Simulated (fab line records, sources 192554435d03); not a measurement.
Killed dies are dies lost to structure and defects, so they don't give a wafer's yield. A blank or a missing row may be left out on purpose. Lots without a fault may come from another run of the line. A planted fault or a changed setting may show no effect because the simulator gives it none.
Chamber matching | flow n5_finfet | N5_MOL_CONTACT_COAG_ETCH_48 on rie_diel-02: 4 sister chambers
The step etches SiOC in C4F6/O2, target depth 15 nm, overetch 4.5 nm, time 17 s. 18 wafers are shown with their chamber, then 9 later ones without.

WAFERS WITH THEIR CHAMBER
wafer  | chamber | drypump_motor_current_A (A) | throttle_valve_pct (%) | rf_vpp_V (V)
L074.4 | 2       | 5.5                         | 40.84                  | 1582
L074.5 | 1       | 4.9                         | 40.16                  | 1587
L074.6 | 0       | 6.2                         | 40.59                  | 1557
L077.1 | 1       | 4.9                         | 40.16                  | 1584
L077.2 | 0       | 6.2                         | 40.57                  | 1557
L077.6 | 3       | 4.7                         | 40.39                  | 1585
L081.3 | 1       | 4.9                         | 40.18                  | 1585
L081.5 | 1       | 4.9                         | 40.16                  | 1584
L081.6 | 3       | 4.7                         | 40.40                  | 1585
L082.1 | 3       | 4.7                         | 40.42                  | 1585
L082.4 | 2       | 5.5                         | 40.77                  | 1583
L082.5 | 3       | 4.7                         | 40.41                  | 1585
L087.1 | 3       | 4.7                         | 40.43                  | 1585
L087.2 | 2       | 5.5                         | 40.78                  | 1581
L087.3 | 0       | 6.3                         | 40.28                  | 1584
L088.1 | 0       | 6.2                         | 40.27                  | 1584
L088.2 | 3       | 4.7                         | 40.41                  | 1583
L088.6 | 3       | 4.7                         | 40.43                  | 1584

SIGNATURES (means of the wafers above)
reading                 | chamber 0 | chamber 1 | chamber 2 | chamber 3 | scatter within a chamber
drypump_motor_current_A | 6.225     | 4.900     | 5.500     | 4.700     | 0.0231
throttle_valve_pct      | 40.4275   | 40.1650   | 40.7967   | 40.4129   | 0.0836
rf_vpp_V                | 1570.50   | 1585.00   | 1582.00   | 1584.57   | 7.27
Rule: a wafer's distance from a chamber is the root of the sum, over the readings, of the square of ((its reading less the chamber's mean) divided by the reading's scatter). The wafer belongs to the nearest chamber; if the next one is less than 2 further off, it can't be placed. The scatter: the root of (the sum of the squares of (reading less its chamber's mean) over the shown wafers, divided by (wafers less chambers)).

WAFERS WITHOUT THEIR CHAMBER
wafer  | drypump_motor_current_A (A) | throttle_valve_pct (%) | rf_vpp_V (V)
L091.1 | 6.2                         | 40.30                  | 1584
L091.2 | 5.5                         | 40.78                  | 1584
L091.3 | 4.7                         | 40.43                  | 1584
L094.4 | 6.2                         | 40.29                  | 1581
L094.5 | 5.5                         | 40.80                  | 1582
L094.6 | 4.7                         | 40.42                  | 1583
L095.1 | 4.7                         | 40.45                  | 1584
L095.4 | 6.2                         | 40.28                  | 1583
L095.5 | 4.7                         | 40.42                  | 1584

WHICH CHAMBER EACH WENT THROUGH
wafer  | from the rows above | in truth
L091.1 | 0                   | 0
L091.2 | 2                   | 2
L091.3 | 3                   | 3
L094.4 | 0                   | 0
L094.5 | 2                   | 2
L094.6 | 3                   | 3
L095.1 | 3                   | 3
L095.4 | 0                   | 0
L095.5 | 3                   | 3
Placed correctly: 9 of 9. Can't be placed from these rows: 0. Placed wrongly: 0.
